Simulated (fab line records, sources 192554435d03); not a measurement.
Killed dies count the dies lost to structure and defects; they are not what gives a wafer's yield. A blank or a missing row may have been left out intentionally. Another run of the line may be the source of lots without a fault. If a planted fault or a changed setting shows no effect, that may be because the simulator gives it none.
The tool behind it: which one? | flow n5-finfet | 24 lots, 72 wafers sampled, at 4 steps of a route of 1938

WHAT THE GAUGES READ, wafer by wafer
N5_BEOL_M9_OCD_MEAS_38. Usual: 151 nm for trench-depth-nm, sd 3.4.
lot  | measured     | on     | trench-depth-nm (nm) | flag
L074 | day 9 08:18  | ocd-02 | 152 149 153          |
L075 | day 9 19:29  | ocd-01 | 153 145 151          |
L076 | day 10 01:59 | ocd-02 | 159 158 159          |
L077 | day 10 02:35 | ocd-01 | 156 153 149          |
L078 | day 10 08:36 | ocd-02 | 157 149 158          |
L079 | day 10 11:41 | ocd-02 | 147 151 148          |
L080 | day 10 20:38 | ocd-02 | 153 148 146          |
L081 | day 11 13:37 | ocd-02 | 152 147 150          |
L082 | day 11 21:56 | ocd-01 | 145 150 145          |
L084 | day 12 05:04 | ocd-02 | 154 154 149          |
L085 | day 12 05:32 | ocd-02 | 148 154 154          |
L083 | day 12 09:35 | ocd-02 | 148 150 150          |
L086 | day 13 00:56 | ocd-01 | 154 155 147          |
L087 | day 13 01:16 | ocd-02 | 151 152 149          |
L088 | day 13 02:30 | ocd-02 | 150 144 145          |
L089 | day 13 14:10 | ocd-01 | 152 147 151          |
L090 | day 13 21:26 | ocd-01 | 149 144 149          |
L091 | day 14 02:14 | ocd-01 | 154 147 149          |
L092 | day 14 05:31 | ocd-02 | 144 149 149          |
L094 | day 14 14:22 | ocd-02 | 153 147 147          |
L093 | day 14 15:58 | ocd-01 | 153 154 153          |
L095 | day 14 21:17 | ocd-01 | 149 154 153          |
L097 | day 15 06:58 | ocd-01 | 147 147 148          |
L096 | day 15 08:46 | ocd-01 | 154 154 154          |

N5_BEOL_M9_CD_MEAS_35: target cd 70 nm, target cd y 40 nm. Usual: 70.1 nm for cd-nm, sd 0.8.
lot  | measured     | on        | cd-nm (nm)     | flag
L074 | day 9 08:28  | cd-sem-01 | 69.6 70.6 70.0 |
L075 | day 9 19:39  | cd-sem-01 | 68.7 68.4 68.5 |
L076 | day 10 02:08 | cd-sem-03 | 70.5 69.2 70.3 |
L077 | day 10 02:45 | cd-sem-03 | 68.8 71.3 69.1 |
L078 | day 10 08:45 | cd-sem-03 | 71.6 69.6 70.2 |
L079 | day 10 11:50 | cd-sem-03 | 68.6 70.0 70.6 |
L080 | day 10 20:47 | cd-sem-03 | 70.3 69.8 69.1 |
L081 | day 11 13:46 | cd-sem-03 | 70.1 68.7 70.6 |
L082 | day 11 22:05 | cd-sem-02 | 71.1 70.6 70.2 |
L084 | day 12 05:13 | cd-sem-01 | 69.5 71.1 71.2 |
L085 | day 12 05:41 | cd-sem-01 | 70.2 68.7 70.0 |
L083 | day 12 09:44 | cd-sem-03 | 70.4 71.4 71.6 |
L086 | day 13 01:05 | cd-sem-03 | 71.2 70.0 70.9 |
L087 | day 13 01:26 | cd-sem-02 | 69.6 69.9 67.9 |
L088 | day 13 02:39 | cd-sem-01 | 70.2 70.5 69.1 |
L089 | day 13 14:19 | cd-sem-03 | 70.0 70.3 69.3 |
L090 | day 13 21:36 | cd-sem-03 | 71.0 71.1 70.6 |
L091 | day 14 02:24 | cd-sem-02 | 69.3 71.3 69.8 |
L092 | day 14 05:40 | cd-sem-03 | 71.0 69.9 71.2 |
L094 | day 14 14:31 | cd-sem-02 | 70.4 70.5 69.5 |
L093 | day 14 16:07 | cd-sem-01 | 70.4 69.5 69.9 |
L095 | day 14 21:27 | cd-sem-02 | 70.0 70.8 69.5 |
L097 | day 15 07:08 | cd-sem-01 | 69.5 70.4 70.4 |
L096 | day 15 08:56 | cd-sem-01 | 70.1 69.6 70.2 |

N5_BEOL_M9_INSPECT_58: inspects for defects (darkfield). Usual: 77 for raw-defect-count, sd 23.
lot  | measured     | on                | raw-defect-count | flag
L074 | day 9 10:50  | defect-inspect-02 | 80 99 118        |
L075 | day 9 23:01  | defect-inspect-02 | 79 116 50        |
L076 | day 10 06:16 | defect-inspect-02 | 57 84 51         |
L077 | day 10 06:27 | defect-inspect-02 | 59 123 57        |
L078 | day 10 13:25 | defect-inspect-02 | 108 81 78        |
L079 | day 10 14:24 | defect-inspect-01 | 95 57 64         |
L080 | day 10 23:01 | defect-inspect-02 | 108 130 116      |
L081 | day 11 16:07 | defect-inspect-02 | 86 44 99         |
L082 | day 12 00:12 | defect-inspect-01 | 105 103 49       |
L084 | day 12 07:43 | defect-inspect-01 | 91 59 92         |
L085 | day 12 08:31 | defect-inspect-02 | 68 96 43         |
L083 | day 12 12:00 | defect-inspect-02 | 69 83 67         |
L086 | day 13 04:17 | defect-inspect-02 | 93 82 53         |
L087 | day 13 04:49 | defect-inspect-02 | 106 119 55       |
L088 | day 13 06:20 | defect-inspect-02 | 89 71 57         |
L089 | day 13 16:44 | defect-inspect-01 | 65 70 44         |
L090 | day 14 01:32 | defect-inspect-02 | 72 93 74         |
L091 | day 14 05:10 | defect-inspect-02 | 61 59 71         |
L092 | day 14 08:00 | defect-inspect-02 | 67 100 91        |
L094 | day 14 16:47 | defect-inspect-02 | 57 59 92         |
L093 | day 14 19:20 | defect-inspect-01 | 86 98 97         |
L095 | day 15 00:31 | defect-inspect-02 | 33 57 47         |
L097 | day 15 10:44 | defect-inspect-02 | 72 95 83         |
L096 | day 15 11:42 | defect-inspect-02 | 110 62 74        |

N5_BEOL_M10_INSPECT_13: inspects for defects (brightfield). Usual: 448 for raw-defect-count, sd 110.
lot  | measured     | on                | raw-defect-count | flag
L074 | day 9 12:29  | defect-inspect-01 | 561 626 635      |
L075 | day 10 00:56 | defect-inspect-01 | 394 510 347      |
L076 | day 10 08:51 | defect-inspect-02 | 634 549 607      |
L077 | day 10 08:56 | defect-inspect-02 | 397 755 428      |
L078 | day 10 15:24 | defect-inspect-02 | 426 462 370      |
L079 | day 10 16:13 | defect-inspect-02 | 392 313 365      |
L080 | day 11 02:10 | defect-inspect-02 | 344 671 542      |
L081 | day 11 18:16 | defect-inspect-02 | 303 265 340      |
L082 | day 12 01:55 | defect-inspect-02 | 670 572 468      |
L084 | day 12 09:39 | defect-inspect-01 | 453 544 511      |
L085 | day 12 09:43 | defect-inspect-02 | 568 428 404      |
L083 | day 12 13:16 | defect-inspect-01 | 531 444 422      |
L086 | day 13 06:56 | defect-inspect-02 | 392 310 313      |
L087 | day 13 07:05 | defect-inspect-02 | 465 551 500      |
L088 | day 13 10:52 | defect-inspect-01 | 615 400 333      |
L089 | day 13 19:10 | defect-inspect-02 | 326 367 408      |
L090 | day 14 04:05 | defect-inspect-01 | 327 392 344      |
L091 | day 14 07:06 | defect-inspect-02 | 487 485 437      |
L092 | day 14 11:02 | defect-inspect-01 | 540 572 645      |
L094 | day 14 18:25 | defect-inspect-02 | 499 421 474      |
L093 | day 14 21:42 | defect-inspect-02 | 386 412 492      |
L095 | day 15 04:00 | defect-inspect-01 | 339 391 477      |
L097 | day 15 13:16 | defect-inspect-02 | 446 363 553      |
L096 | day 15 13:28 | defect-inspect-01 | 435 460 343      |

TOOL THAT RAN EACH LOT (tool first, then ch and the chambers of the sampled wafers, then the start)
The record shows no process step preceding these readings.

WHAT THE TOOLS THEMSELVES READ (means of the sampled wafers that have a number; where no wafer has one, the mark that the record gives instead)
The record holds no such reading with a usual standard deviation.

THE ANSWER, worked out from the rows above alone
Rule: take the mean of a lot's wafers that have a number; if it is more than 3 standard deviations from the usual mean, the lot is off. A lot without any number at a reading at which 4 lots or more have one is off too. All remaining lots with rows at the step are treated as sound. First the gauges in route order, then the tools' own readings, where a lot's mean is used as printed above. At the first step where some lot is off, the reading lying furthest off is the one used; lots without a number count as furthest.
No lot is off on any of the readings shown, so nothing can be concluded from this.

WHAT THE SIMULATOR HAD PUT IN
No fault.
